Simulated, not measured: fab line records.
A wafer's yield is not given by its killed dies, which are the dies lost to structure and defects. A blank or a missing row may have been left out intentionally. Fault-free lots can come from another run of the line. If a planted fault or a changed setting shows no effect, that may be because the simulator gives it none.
The tool behind it: which one?	flow n5-finfet	24 lots with 72 wafers sampled at 5 steps, on a route of 1938 steps

## WHAT THE GAUGES READ, wafer by wafer
N5_BEOL_M6_THK_MEAS_01. Usual: M6_ILD_THK gives 155.0 nm (standard deviation 2).
lot	measured	on	M6_ILD_THK (nm)	flag
L074	day 8 14:55	film-metro-01	156.7 156.0 159.1	
L075	day 8 21:59	film-metro-02	152.8 150.8 154.9	
L076	day 9 06:29	film-metro-02	152.5 156.1 156.4	
L077	day 9 18:46	film-metro-02	151.4 152.8 154.5	
L081	day 9 22:08	film-metro-02	155.0 159.9 155.2	
L079	day 10 01:36	film-metro-02	152.1 152.7 155.9	
L080	day 10 01:48	film-metro-01	155.4 155.5 155.4	
L078	day 10 03:15	film-metro-02	153.6 156.8 154.2	
L082	day 10 07:11	film-metro-01	153.0 154.6 158.3	
L083	day 10 16:37	film-metro-01	151.6 154.9 154.5	
L084	day 10 23:06	film-metro-02	152.5 159.1 154.7	
L085	day 11 19:26	film-metro-02	153.9 152.7 156.4	
L087	day 11 19:26	film-metro-02	157.7 156.5 156.7	
L086	day 12 04:41	film-metro-02	156.8 155.4 155.2	
L089	day 12 07:53	film-metro-01	154.8 155.5 157.2	
L091	day 12 10:19	film-metro-01	153.3 155.4 156.5	
L088	day 12 15:54	film-metro-02	153.5 157.4 155.4	
L090	day 12 15:19	film-metro-02	154.6 156.4 155.6	
L093	day 13 01:07	film-metro-01	152.6 156.2 155.6	
L092	day 13 13:11	film-metro-01	157.4 158.3 155.7	
L094	day 13 19:55	film-metro-01	149.8 153.2 153.5	
L096	day 14 11:19	film-metro-02	150.9 155.6 153.7	
L095	day 14 11:30	film-metro-01	155.5 154.5 155.2	
L097	day 14 15:25	film-metro-01	156.2 157.9 155.9	

## TOOL THAT RAN EACH LOT (tool first, then ch and the chambers of the sampled wafers, then the start)
lot	N5_BEOL_M5_STRIP_64	N5_BEOL_M5_STRIP_36	N5_BEOL_M5_ANNEAL_82	N5_BEOL_M5_SPUTTER_88
L074	rie-diel-03 ch 0,2,3, day 8 05:29	rie-diel-03 ch 0,2,3, day 8 07:28	pvd-sputter-03, day 8 10:03	pvd-sputter-03, day 8 12:08
L075	rie-diel-02 ch 0,1,2, day 8 12:47	rie-diel-02 ch 1,2,3, day 8 13:53	pvd-sputter-01, day 8 17:01	pvd-sputter-01, day 8 19:07
L076	rie-diel-03 ch 0,1,2, day 8 20:11	rie-diel-03 ch 0,3, day 8 22:35	pvd-sputter-01, day 9 01:19	pvd-sputter-01, day 9 03:25
L077	rie-diel-02 ch 0,1,3, day 9 08:03	rie-diel-02 ch 1,2,3, day 9 10:49	pvd-sputter-02, day 9 13:49	pvd-sputter-02, day 9 15:55
L081	rie-diel-01 ch 0,2,3, day 9 13:29	rie-diel-03 ch 0,1, day 9 14:30	pvd-sputter-03, day 9 17:14	pvd-sputter-03, day 9 19:20
L079	rie-diel-03 ch 0,1,2, day 9 15:01	rie-diel-03 ch 0,1,2, day 9 17:56	pvd-sputter-01, day 9 20:40	pvd-sputter-01, day 9 22:46
L080	rie-diel-01 ch 0,1, day 9 15:12	rie-diel-01 ch 0,2, day 9 18:13	pvd-sputter-02, day 9 20:50	pvd-sputter-02, day 9 22:55
L078	rie-diel-01 ch 0,3, day 9 15:52	rie-diel-03 ch 1,2, day 9 18:19	pvd-sputter-03, day 9 22:09	pvd-sputter-03, day 10 00:14
L082	rie-diel-03 ch 1,2, day 9 16:31	rie-diel-02 ch 0,3, day 9 23:32	pvd-sputter-02, day 10 02:19	pvd-sputter-02, day 10 04:25
L083	rie-diel-03 ch 0,3, day 10 07:08	rie-diel-02 ch 1,3, day 10 08:09	pvd-sputter-01, day 10 11:12	pvd-sputter-01, day 10 13:17
L084	rie-diel-02 ch 0,2,3, day 10 13:16	rie-diel-02 ch 1,2, day 10 14:20	pvd-sputter-02, day 10 18:13	pvd-sputter-02, day 10 20:19
L085	rie-diel-02 ch 1,2,3, day 11 08:13	rie-diel-03 ch 0,1,3, day 11 11:34	pvd-sputter-01, day 11 14:04	pvd-sputter-01, day 11 16:10
L087	rie-diel-02 ch 0,1,3, day 11 08:29	rie-diel-02 ch 2,3, day 11 11:49	pvd-sputter-02, day 11 14:34	pvd-sputter-02, day 11 16:39
L086	rie-diel-02 ch 1,2,3, day 11 17:40	rie-diel-02 ch 1,2,3, day 11 20:18	pvd-sputter-03, day 11 23:15	pvd-sputter-03, day 12 01:20
L089	rie-diel-03 ch 0,1,2, day 11 21:28	rie-diel-02 ch 0,2,3, day 11 23:47	pvd-sputter-02, day 12 03:01	pvd-sputter-02, day 12 05:06
L091	rie-diel-01 ch 0,3, day 12 00:35	rie-diel-02 ch 0,2, day 12 01:46	pvd-sputter-03, day 12 04:57	pvd-sputter-03, day 12 07:03
L088	rie-diel-02 ch 0,1, day 12 01:09	rie-diel-03 ch 2,3, day 12 02:14	pvd-sputter-01, day 12 07:01	pvd-sputter-01, day 12 09:07
L090	rie-diel-03 ch 0,3, day 12 03:29	rie-diel-01 ch 0,2,3, day 12 06:34	pvd-sputter-02, day 12 09:37	pvd-sputter-02, day 12 11:43
L093	rie-diel-01 ch 0,1,2, day 12 14:54	rie-diel-01 ch 1,2, day 12 16:10	pvd-sputter-01, day 12 20:14	pvd-sputter-01, day 12 22:20
L092	rie-diel-03 ch 1,2,3, day 13 02:50	rie-diel-02 ch 0,1,3, day 13 03:44	pvd-sputter-03, day 13 07:58	pvd-sputter-03, day 13 10:03
L094	rie-diel-02 ch 1,2,3, day 13 10:49	rie-diel-01 ch 2,3, day 13 11:43	pvd-sputter-03, day 13 14:48	pvd-sputter-03, day 13 16:54
L096	rie-diel-03 ch 0,1,3, day 14 01:08	rie-diel-02 ch 1,3, day 14 03:23	pvd-sputter-01, day 14 05:56	pvd-sputter-01, day 14 08:01
L095	rie-diel-02 ch 1,2,3, day 14 01:28	rie-diel-03 ch 0,1,3, day 14 03:48	pvd-sputter-03, day 14 06:37	pvd-sputter-03, day 14 08:42
L097	rie-diel-01 ch 0,2,3, day 14 05:11	rie-diel-02 ch 0,2, day 14 07:41	pvd-sputter-01, day 14 10:32	pvd-sputter-01, day 14 12:38
- N5_BEOL_M5_STRIP_64: strips in CF4.
- N5_BEOL_M5_STRIP_36: strips in N2/H2.
- N5_BEOL_M5_ANNEAL_82: time 1800 s.
- N5_BEOL_M5_SPUTTER_88: material Cu, target thk 15 nm, time 27.62 s.

## AS READ BY THE TOOLS THEMSELVES (means over the sampled wafers that have a number; for cases with no such wafer, the mark the record gives instead)
N5_BEOL_M5_STRIP_64. Usual: cf4-flow-sccm 150.1 sccm, standard deviation 0.45; drypump-motor-current-A 5.6 A, standard deviation 0.48; oes-product-au 0.75 a.u., standard deviation 0.052; rf-vpp-V 271.5 V, standard deviation 1.8; showerhead-plenum-p-Torr 1.81 Torr, standard deviation 0.07; throttle-valve-pct 13.69 %, standard deviation 0.19.
lot	tool	cf4-flow-sccm (sccm)	drypump-motor-current-A (A)	oes-product-au (a.u.)	rf-vpp-V (V)	showerhead-plenum-p-Torr (Torr)	throttle-valve-pct (%)	flag
L074	rie-diel-03	150.0	5.8	0.74	272.4	1.84	13.67	
L075	rie-diel-02	149.8	5.4	0.73	269.4	1.72	13.65	
L076	rie-diel-03	149.9	5.6	0.73	272.2	1.82	13.74	
L077	rie-diel-02	149.8	5.3	0.76	273.0	1.78	13.52	
L081	rie-diel-01	149.8	5.4	0.78	272.3	1.84	13.64	
L079	rie-diel-03	150.3	5.6	0.73	270.9	1.82	13.75	
L080	rie-diel-01	149.9	5.9	0.79	272.8	1.89	13.73	
L078	rie-diel-01	150.2	5.9	0.72	272.0	1.83	13.80	
L082	rie-diel-03	149.6	6.0	0.73	272.7	1.84	13.58	
L083	rie-diel-03	150.6	5.5	0.74	271.6	1.82	13.86	
L084	rie-diel-02	150.3	5.7	0.77	270.2	1.77	13.70	
L085	rie-diel-02	149.9	5.5	0.76	270.3	1.75	13.58	
L087	rie-diel-02	150.6	5.3	0.75	270.7	1.78	13.56	
L086	rie-diel-02	150.0	5.5	0.75	271.0	1.75	13.58	
L089	rie-diel-03	149.8	5.6	0.71	271.5	1.81	13.78	
L091	rie-diel-01	150.0	5.5	0.71	271.9	1.80	13.82	
L088	rie-diel-02	150.1	5.2	0.71	270.0	1.75	13.67	
L090	rie-diel-03	149.7	5.6	0.73	272.1	1.84	13.79	
L093	rie-diel-01	150.4	5.6	0.79	272.5	1.88	13.66	
L092	rie-diel-03	149.6	5.8	0.72	271.6	1.83	13.68	
L094	rie-diel-02	150.3	5.5	0.75	270.4	1.74	13.62	
L096	rie-diel-03	150.3	5.4	0.71	270.8	1.81	13.86	
L095	rie-diel-02	149.8	5.5	0.74	269.4	1.74	13.63	
L097	rie-diel-01	150.1	5.4	0.74	272.0	1.83	13.71	

N5_BEOL_M5_STRIP_36. Usual: drypump-motor-current-A 5.5 A, standard deviation 0.48; oes-product-au 0.76 a.u., standard deviation 0.056; rf-vpp-V 59.1 V, standard deviation 1.4; showerhead-plenum-p-Torr 2.54 Torr, standard deviation 0.12; temp-c 40.00 C, standard deviation 0.12; throttle-valve-pct 23.7 %, standard deviation 0.3.
lot	tool	drypump-motor-current-A (A)	oes-product-au (a.u.)	rf-vpp-V (V)	showerhead-plenum-p-Torr (Torr)	temp-c (C)	throttle-valve-pct (%)	flag
L074	rie-diel-03	5.8	0.75	58.4	2.61	39.94	23.6	
L075	rie-diel-02	5.5	0.78	58.8	2.47	39.93	23.5	
L076	rie-diel-03	5.5	0.76	59.1	2.56	39.96	23.6	
L077	rie-diel-02	5.5	0.77	58.8	2.47	40.11	23.5	
L081	rie-diel-03	5.3	0.73	60.2	2.52	40.02	23.7	
L079	rie-diel-03	5.7	0.74	59.1	2.56	39.99	23.8	
L080	rie-diel-01	5.3	0.84	59.5	2.68	40.11	23.7	
L078	rie-diel-03	5.6	0.74	58.7	2.57	39.94	23.9	
L082	rie-diel-02	5.4	0.76	58.2	2.58	39.92	23.9	
L083	rie-diel-02	5.4	0.80	60.4	2.58	39.99	23.3	
L084	rie-diel-02	5.3	0.72	59.4	2.38	39.98	23.4	
L085	rie-diel-03	5.4	0.75	59.8	2.56	40.02	23.8	
L087	rie-diel-02	5.8	0.80	60.2	2.55	40.00	23.6	
L086	rie-diel-02	5.5	0.76	59.5	2.46	39.94	23.5	
L089	rie-diel-02	5.7	0.77	58.9	2.51	39.92	23.8	
L091	rie-diel-02	5.6	0.73	58.3	2.47	40.02	24.1	
L088	rie-diel-03	6.3	0.73	59.9	2.65	40.01	23.7	
L090	rie-diel-01	5.4	0.77	60.0	2.61	40.13	23.8	
L093	rie-diel-01	5.1	0.86	60.4	2.69	40.10	23.8	
L092	rie-diel-02	5.3	0.73	59.1	2.53	39.98	23.6	
L094	rie-diel-01	5.1	0.77	60.4	2.58	40.01	23.8	
L096	rie-diel-02	5.1	0.72	57.8	2.48	40.14	23.3	
L095	rie-diel-03	5.4	0.72	59.5	2.55	39.86	23.9	
L097	rie-diel-02	5.6	0.72	59.3	2.46	40.00	24.1	

N5_BEOL_M5_ANNEAL_82. Usual: 868 W for heater-power-w, sd 56.
lot	tool	heater-power-w (W)	flag
L074	pvd-sputter-03	906	
L075	pvd-sputter-01	851	
L076	pvd-sputter-01	838	
L077	pvd-sputter-02	914	
L081	pvd-sputter-03	880	
L079	pvd-sputter-01	825	
L080	pvd-sputter-02	875	
L078	pvd-sputter-03	832	
L082	pvd-sputter-02	895	
L083	pvd-sputter-01	876	
L084	pvd-sputter-02	904	
L085	pvd-sputter-01	818	
L087	pvd-sputter-02	885	
L086	pvd-sputter-03	841	
L089	pvd-sputter-02	877	
L091	pvd-sputter-03	937	
L088	pvd-sputter-01	855	
L090	pvd-sputter-02	853	
L093	pvd-sputter-01	850	
L092	pvd-sputter-03	851	
L094	pvd-sputter-03	882	
L096	pvd-sputter-01	824	
L095	pvd-sputter-03	891	
L097	pvd-sputter-01	836	

N5_BEOL_M5_SPUTTER_88. Usual: 30.5 % for throttle-valve-pct, sd 1.1.
lot	tool	throttle-valve-pct (%)	flag
L074	pvd-sputter-03	29.5	
L075	pvd-sputter-01	31.1	
L076	pvd-sputter-01	31.0	
L077	pvd-sputter-02	30.0	
L081	pvd-sputter-03	30.2	
L079	pvd-sputter-01	31.6	
L080	pvd-sputter-02	30.5	
L078	pvd-sputter-03	30.1	
L082	pvd-sputter-02	30.6	
L083	pvd-sputter-01	32.0	
L084	pvd-sputter-02	30.3	
L085	pvd-sputter-01	31.4	
L087	pvd-sputter-02	30.6	
L086	pvd-sputter-03	30.1	
L089	pvd-sputter-02	30.5	
L091	pvd-sputter-03	29.6	
L088	pvd-sputter-01	31.1	
L090	pvd-sputter-02	30.7	
L093	pvd-sputter-01	31.5	
L092	pvd-sputter-03	30.7	
L094	pvd-sputter-03	29.5	
L096	pvd-sputter-01	31.4	
L095	pvd-sputter-03	30.2	
L097	pvd-sputter-01	31.8	

## THE ANSWER, worked out from the rows above alone
Rule: a lot is off if the mean of its wafers that have a number lies more than 3 standard deviations from the usual mean. Also off: a lot with no number at a reading for which 4 or more lots have one. All remaining lots with rows at the step are treated as sound. After the gauges, taken in route order, come the tools' own readings; for these a lot's mean is taken, as printed above. The first step at which some lot is off is used, and at that step the reading that is off furthest; a lot without a number counts as furthest.
No lot is off on any of the readings shown, so nothing can be concluded from this.

## WHAT WAS PUT IN BY THE SIMULATOR
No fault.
